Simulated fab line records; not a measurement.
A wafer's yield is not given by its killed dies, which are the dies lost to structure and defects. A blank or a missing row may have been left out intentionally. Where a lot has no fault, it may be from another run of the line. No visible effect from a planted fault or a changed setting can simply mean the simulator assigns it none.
fab line records -- flow n5_finfet
[record] lots = 3, wafers = 9, last_day = 16
route steps=1938 shown SD_ACTIVATION@331 ILD0@335 SDB@347 PASSIVATION@1936
lots that met no fault: from a run of the same line without faults
start_h: the number of hours between the record's first day and the start of the first shown wafer of the lot -- wait_h: hours from the lot's prior step to this one -- " unchanged from the row above -- L1.1+2: several wafers, shown together as one row -- - no value, or no start given -- * or withheld: withheld -- < > ~ a bound
route shown NAME@n: NAME is a module with steps in the file, n the number in the route of the first one -- usual: mean/standard deviation taken from wafers without a fault -- same: alike in all rows -- chamber/n: place in a boat -- sites: each site's reading -- _std_site: their standard deviation -- _edge_site: inner sites' mean taken away from outer sites' mean -- radius_mm: for every site, how far away it sits from the centre of the wafer -- mask NAME#n: copy n -- behind: the most recent tool/chamber to have shaped the wafer -- hold: cause of the lot's hold/its duration in hours/its outcome -- device: the n, p or np transistor that did not switch -- end of line: the tests these same wafers got at the end of their route -- a step given without rows: its recipe and nothing more -- killed: the dies lost at the first sort to structure and to defects; this is not the yield of the wafer -- map: dies across one wafer; x = killed, . = not, _ = none there
set.NAME: the run value of the setting; set.NAME@STEP: its run value at that earlier step -- model.NAME: the simulator's own value behind a step, which no gauge read
lots seen at some steps along the route; tables by step, rows by wafer
services: a tool's chamber out of use, with start hour (start_h, from the record's first day; less than 0 if before it), hours out, and reason
[[steps]]
[step N5_SD_ACTIVATION_LSA_01]
[recipe] temp_c = 1080, time_s = 0.0008, ambient = N2
[step N5_ILD0_LINER_00]
[recipe] material = SiNx, target_thk_a = 40, temp_c = 400, ald_precursor_family = SiH2I2, ald_co_reactant = N2/H2-plasma, pulse_time_s = 1, purge_time_s = 2, co_reactant_purge_time_s = 2, ald_cycles = 80, pressure_torr = 2
[step N5_ILD0_FCVD_FILL_01]
[recipe] material = SiO2_flowable, target_thk_a = 2000, temp_c = 100, pressure_torr = 0.8, rf_w = 2000, time_s = 328.3
[step N5_ILD0_CURE_02]
[recipe] temp_c = 450, time_s = 1800, ambient = steam, idle_temp_c = 400, ramp_up_c_per_min = 5, ramp_down_c_per_min = 3, densification_p_h2o_torr = 640
[step N5_ILD0_CMP_03]
[recipe] stop_on = SiNx, t_overpolish_s = 1.9, post_cmp_clean = alkaline_brush, down_force_psi = 4.1491, platen_rpm = 51.796, pad_velocity_m_s = 1.0306, target_thk_nm = 197.38
[step N5_ILD0_CMP_07]
[recipe] stop_on = poly-Si, material = SiO2_flowable, t_overpolish_s = 1.18, post_cmp_clean = alkaline_brush, down_force_psi = 4.1491, platen_rpm = 51.796, pad_velocity_m_s = 1.0306, target_thk_nm = 138.88
[step N5_ILD0_PRECLEAN_10]
[recipe] chemistry = NF3:NH3, afs_cycles = 5, time_s = 20, temp_c = 30, sublimation_temp_c = 180, sublimation_time_s = 60, pressure_torr = 3, rf_power_w = 30
[step N5_ILD0_ALD_15]
[recipe] material = SiNx, target_thk_a = 240, temp_c = 400, ald_precursor_family = SiH2I2, ald_co_reactant = N2/H2-plasma, pulse_time_s = 1, ald_cycles = 480, purge_time_s = 2, co_reactant_purge_time_s = 2, pressure_torr = 2
[usual] heater_power_w = 854/99, precursor_pulse_height_rel = 0.999/0.021
lot.wafer,tool,chamber,start_h,wait_h,heater_power_w,precursor_pulse_height_rel
L363.3,ald_sin-01,0,136.19,0.4,830,1.021
L363.5,ald_sin-01,3,137.27,1.3,798,0.989
L363.6,ald_sin-01,2,137.27,1.3,1080,0.996
L366.4,ald_sin-01,2,153.88,0.3,1065,0.965
L366.5,ald_sin-01,0,154.97,1.2,832,0.957
L366.6,ald_sin-01,1,154.97,1.2,912,0.997
L371.1,ald_sin-02,0,186.46,1.1,688,1.019
L371.2,ald_sin-02,3,186.46,1.1,835,1.007
L371.5,ald_sin-02,3,187.55,1.7,846,1.018
[step N5_ILD0_CMP_12]
[recipe] stop_on = poly-Si, material = SiNx, t_overpolish_s = 6, post_cmp_clean = alkaline_brush, down_force_psi = 2.5, platen_rpm = 51.8, pad_velocity_m_s = 1.0307, target_thk_nm = 17.67
[step N5_SDB_HM_DEP_00]
[recipe] material = SiNx, target_thk_a = 400, temp_c = 400, precursor = SiH4/NH3/N2, pressure_torr = 1.5, rf_w = 300, time_s = 35.3
[step N5_SDB_COAT_03]
[recipe] resist = SOC, temp_c = 250, time_s = 60, spin_rpm = 1500, resist_thk_nm = 100
[step N5_SDB_COAT_04]
[recipe] resist = SiARC, temp_c = 220, time_s = 60, spin_rpm = 1500, resist_thk_nm = 18
[step N5_SDB_COAT_05]
[recipe] resist = CAR-ArF, spin_rpm = 1500, resist_thk_nm = 90
[step N5_SDB_EBR_07]
[recipe] solvent = PGMEA, ebr_width_mm = 1.5
[step N5_SDB_SOFTBAKE_06]
[recipe] temp_c = 110, time_s = 60, resist = CAR-ArF
[step N5_SDB_EXPOSE_08]
[recipe] mask_id = SDB, na = 1.35, source_shape = conventional, sigma_outer = 0.5, polarization = unpolarized, dose_mj = 49.6
[step N5_SDB_PEB_09]
[recipe] peb_temp_c = withheld, peb_time_s = 60, resist = CAR-ArF
[step N5_SDB_DEVELOP_10]
[recipe] develop_time_s = 30, developer = TMAH, resist = CAR-ArF, rinse_liquid = diw, dry = air_spin, dev_temp_c = 23
[step N5_SDB_DESCUM_16]
[recipe] chemistry = O2, time_s = 7.9, source_power_w = 50, bias_power_w = 20, pressure_mtorr = 20, rf_frequency_hz = 2.712e+07, temp_c = 40, resist = CAR-ArF, o2_flow_sccm = 225
[step N5_SDB_ETCH_17]
[recipe] chemistry = CF4, target = SiARC, target_depth_a = 234, mask_material = CAR-ArF, time_s = 39, ion_energy_ev = 80, pressure_mtorr = 40, source_w = 545, bias_w = 36, Ar_flow_sccm = 100, cf4_flow_sccm = 100, ends = cleared
[step N5_SDB_ETCH_18]
[recipe] chemistry = N2/H2, target = SOC, target_depth_a = 1000, overetch_a = 200, mask_material = SiARC, temp_c = 40, time_s = 150, ion_energy_ev = 200, pressure_mtorr = 30, source_w = 840, bias_w = 150, n2_flow_sccm = 200, h2_flow_sccm = 200
[step N5_SDB_STRIP_19]
[recipe] chemistry = N2/H2, temp_c = 40, n2_flow_sccm = 200, h2_flow_sccm = 200, rf_frequency_hz = 6e+07
[step N5_SDB_STRIP_21]
[recipe] chemistry = CF4, resist = SiARC, power_w = 300, bias_power_w = 75, pressure_mtorr = 50, cf4_flow_sccm = 150, rf_frequency_hz = 6e+07
[step N5_SDB_HM_OPEN_20]
[recipe] chemistry = CH3F/O2, target = SiNx, mask_material = SOC, target_depth_a = 240, stop_on = poly-Si, over_etch_frac = 0.4, ion_energy_ev = 120, pressure_mtorr = 30, source_w = 395, bias_w = 73, Ar_flow_sccm = 150, CH3F_flow_sccm = 30, O2_flow_sccm = 20
[step N5_SDB_STRIP_22]
[recipe] chemistry = N2/H2, power_w = 1000, temp_c = 250, h2_frac = 0.65, overash_fraction = 0.3, pressure_mtorr = withheld, n2_flow_sccm = 1750, h2_flow_sccm = 3250
[step N5_SDB_PRECLEAN_23]
[recipe] chemistry = dHF, time_s = 30, temp_c = 25, dilution = withheld
[step N5_SDB_DUMMY_REMOVE_24]
[recipe] chemistry = TMAH, temp_c = 70, target = poly-Si, stop_on = SiO2, target_depth_nm = 142, conc_wt_pct = 5, time_s = 57, dry = ipa_marangoni, rinse_time_s = 30, rinse_temp_c = 23
[step N5_SDB_ETCH_25]
[recipe] chemistry = C4F6/O2, target = SiO2, target_depth_a = 100, time_s = 3.3, ion_energy_ev = 250, mask_material = SiNx, pressure_mtorr = 30, source_w = 345, bias_w = 185, Ar_flow_sccm = 300, C4F6_flow_sccm = 10, O2_flow_sccm = 10
[step N5_SDB_CUT_ETCH_26]
[recipe] chemistry = HBr/Cl2/O2, target = Si, target_depth_a = 1296, bt_time_s = 20, mask_material = SiNx, time_s = 51.8, ion_energy_ev = *, bias_w = *, pressure_mtorr = 10, icp_w = 800, HBr_flow_sccm = 150, Cl2_flow_sccm = 80, O2_flow_sccm = 12
[step N5_SDB_PRECLEAN_38]
[recipe] chemistry = dHF, time_s = 10, dilution = 750:1, temp_c = 25
[step N5_SDB_PRECLEAN_39]
[recipe] chemistry = O3/DIW, time_s = 45, temp_c = 22, o3_ppm = 10
[step N5_SDB_SRD_28]
[recipe] dry = ipa_marangoni, time_s = 30, temp_c = 23, rinse_liquid = diw
[step N5_PASSIVATION_PROBE_49]
[usual] defect_limited_yield = 91.7/1.7, killed_at_M0_to_M3 = 34/10, killed_at_M4_up = 13/5.1, killed_at_contacts = 12/6.2, killed_at_front_end = 36/12, killed_at_other = 3.2/2.6, killed_dies = 98/20, killed_on_rim = 13/4.5, killed_open = 65/13, killed_short = 32/8.4, sort_bin_5_function = 4.8/1.1, sort_bin_6_memory = 3.2/0.74, sort_n_pass = 1082/20, sort_yield_pct = 91.7/1.7
[same] gross_dies = 1180, killed_at_back_side = 0, sort_bin_4_leakage[%] = 0, sort_bin_8_speed[%] = 0
lot.wafer,tool,chamber,start_h,wait_h,defect_limited_yield[%],killed_at_M0_to_M3,killed_at_M4_up,killed_at_contacts,killed_at_front_end,killed_at_other,killed_dies,killed_on_rim,killed_open,killed_short,sort_bin_5_function[%],sort_bin_6_memory[%],sort_n_pass,sort_yield_pct[%]
L366.4,prober-01,-,362.83,0.2,91.2,38,8,5,48,5,104,28,59,30,4.2,3.1,1076,91.2
L366.5,prober-01,-,362.88,0.2,87.9,36,13,4,82,8,143,49,65,27,4.7,2.7,1037,87.9
L366.6,prober-01,-,362.93,0.3,92.5,29,6,12,36,5,88,19,62,18,3.9,2.6,1092,92.5
// killed by level:class
L366.4 BEOL_M0_SAQP:geometric_particle:open=16 ILD0:area_ald=15 BEOL_M0_SAQP:geometric_particle:short=14 FIN_SAQP:geometric_particle:open=11 STI_FIN_REVEAL:geometric_particle:open=5 FIN_SAQP:geometric_particle:short=4 MOL_CONTACT_COAG:geometric_particle:open=4 BEOL_M4:geometric_particle:open=4
L366.5 ILD0:area_ald=51 BEOL_M0_SAQP:geometric_particle:open=14 DUMMY_GATE:geometric_particle:open=6 BEOL_M0_SAQP:geometric_particle:short=6 BEOL_M2:geometric_particle:open=6 BEOL_M4:geometric_particle:open=6 STI_FIN_REVEAL:geometric_particle:open=5 MOL_CONTACT_COAG:geometric_particle:open=4
L366.6 STI_FIN_REVEAL:geometric_particle:open=18 BEOL_M0_SAQP:geometric_particle:open=11 MOL_CONTACT_COAG:geometric_particle:open=9 ILD0:area_ald=8 BEOL_M0_SAQP:geometric_particle:short=6 BEOL_M2:geometric_particle:open=6 BEOL_M3:geometric_particle:open=4 FIN_SAQP:geometric_particle:short=3
// map L366.5 (x killed, . not)
_________________...xxx...x..________________
______________x.x.xxx..x........_____________
___________x..................xx.xx__________
__________x.x.................x....x_________
________....x........................._______
_______x........................x....xx______
______xx..........................x.x..._____
_____xx.x...............x.............x..____
____.......x....x..........x.....x..x.....___
___..x.................................x.xx__
___x......x........xx......................__
__..xx....x...........x........x.......x...._
__.............x.....x...................x.._
_............x........x.........x..x.....x..x
_x.............xx.......x.................xxx
_x.....x...............xx....................
_xx...x......x.....x..x......................
_................x......x.........x..........
_...xx...............xx.....................x
_...x...............................x.x......
_x.........xx.........................x......
__.............................x..........x._
__........x........x........................_
___........................................__
___.....x................x...x..........xxx__
____.....x.xx.....x....x........x.x....x..___
_____..x....x...................x......xx____
______...............................x.._____
_______x.....x...x.....x.......x.......______
________xx.......................x...._______
__________...x....................x._________
___________x..x....x......x......x.__________
______________.....x..x.......xx_____________
_________________.xxx....xxxx________________
// map L363.5 (x killed, . not)
_________________.x..........________________
______________....x.x.x.......x._____________
___________.x.............x...x....__________
__________......................x..._________
________....................x........._______
_______.............x...........x......______
______............x....xx..............._____
_____....x..................x............____
____...........x........x...x.............___
___.....x..x.................x...x......x..__
___...........x..................x.x.......__
__......................x...........x......._
__................x..............x.........._
_...........x........x.......................
_x.............x...x.x.......................
_................................x...........
_.....x......x.....x...............x.........
_.....x...........x.......................x..
_..............x.................x......xx...
_.x.....x.............x...........x..x.......
_....x.......x.x........x.x..........x.x.....
__.x.......x................................_
__....................................x....._
___.........x...x.....x....................__
___......x.x.......................x.......__
____.x....................................___
_____......x.................x...x.....x.____
______.................................._____
_______.....................x..x.......______
________............x...............xx_______
__________x........................._________
___________........................__________
______________x............x...._____________
_________________....x.....x.________________
[[services]]
tool,chamber,start_h,hours,kind
ald_sin-01,3,141.04,5.9,repair
[[key]]
[first_sign] step = N5_PASSIVATION_PROBE_49, reading = killed_on_rim, direction = up, sigmas = 4.2, usual = 13, struck = 32, wafers_moved = 2
effect none on later readings
met_at N5_ILD0_ALD_15
struck_wafers L366.4,L366.5,L366.6
onset_between 136.19 153.88
[fault] kind = site_profile_drift, tool = ald_sin-01, chamber = -, onset_h = 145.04, steps = N5_ILD0_ALD_15, basis = fraction, max_abs_drift = 0.45894, slope_share_per_hr = 101.99, site_pattern = 0,0,0,0,0,-1,-1,-1,-1
